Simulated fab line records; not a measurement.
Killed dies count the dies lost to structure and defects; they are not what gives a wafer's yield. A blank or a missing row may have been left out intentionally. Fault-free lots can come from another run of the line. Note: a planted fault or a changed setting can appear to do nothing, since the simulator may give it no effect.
Problem report in the 8D (eight disciplines) form, filled by code | flow n5-finfet | the parts of the form that need people (team, actions taken, sign-off) are left out

1. WHAT IS WRONG
Wafers without a fault read 500.01 C, standard deviation 0.27; susceptor-temp-C at N5_HKMG_FIN_CVD_62 reads a mean of 534.74 C on 3 wafers belonging to 2 lots. So: +99 or more standard deviations from the usual mean.
The step: deposits a-Si from Si2H6, target thk 3 nm, time 20.8 s.
Seen first at day 7 12:55 on thermal-cvd-si-02, wafer L661.2. Wafers with a number at this step in the record: 18, from 6 lots. Rule for "out" (also "out of limits"): further than 4 standard deviations from the usual mean. The rest of the wafers with a number are treated as sound.

2. WHAT IT IS AND WHAT IT IS NOT
question                    | is                     | is not
which readings at this step | susceptor-temp-C       | -
which lots                  | L661, L663             | L648, L651, L664, L670
which wafers of those lots  | L661.2, L661.6, L663.5 | L661.5, L663.3, L663.6
read on which tools         | thermal-cvd-si-02      | thermal-cvd-si-01
when                        | from day 7 12:55       | up to then (7 sound wafers); but 8 sound wafers of L663, L664, L670 came after

3. WHAT RULES OUT EACH SUSPECT
Counting: a tool at a process step up to the reading stays a suspect if it ran every lot that is out. Sound lots after the first of them don't rule it out here, since some wafers of a struck lot are sound.
- thermal-cvd-si-02 at N5_HKMG_FIN_CVD_62 (deposits a-Si from Si2H6, target thk 3 nm, time 20.8 s): kept. It ran every lot that is out, first L661 (day 7 12:55); its last sound lot up to then is L651 (day 5 01:38). On those wafers its own readings are out: susceptor-temp-C.
- thermal-cvd-si-02, N5_HKMG_FIN_CVD_62: wafers that are out in chamber 1, sound lot-mates in chambers 0, 2.
Remaining after the count: thermal-cvd-si-02 at N5_HKMG_FIN_CVD_62.

4. THE CAUSE (what the simulator had put in)
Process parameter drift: thermal-cvd-si-02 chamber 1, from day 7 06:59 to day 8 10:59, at N5_HKMG_FIN_CVD_62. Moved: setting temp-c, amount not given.
The count eliminated every tool but this one.

5. THE EFFECT CHAIN, in route order
Rows list readings where the struck wafers' mean (over those with a number) sits beyond 3 standard deviations from the usual. Readings are gone through only where the record gives a usual standard deviation; hours: the median, over the lots, of the time from a lot's start at the first step in this table giving one to that lot's start at this step; sigmas: the change measured in usual standard deviations.
hours | step               | reading          | usual    | on struck wafers | change | sigmas
0     | N5_HKMG_FIN_CVD_62 | susceptor-temp-C | 500.01 C | 534.74           | +34.73 | +99 or more
Process steps it contains:
- N5_HKMG_FIN_CVD_62: deposits a-Si from Si2H6, target thk 3 nm, time 20.8 s.

6. WHAT WOULD HAVE CAUGHT IT SOONER
First out-of-limits reading in this record: day 7 12:55, which is 6 hours after fault onset at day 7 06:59.
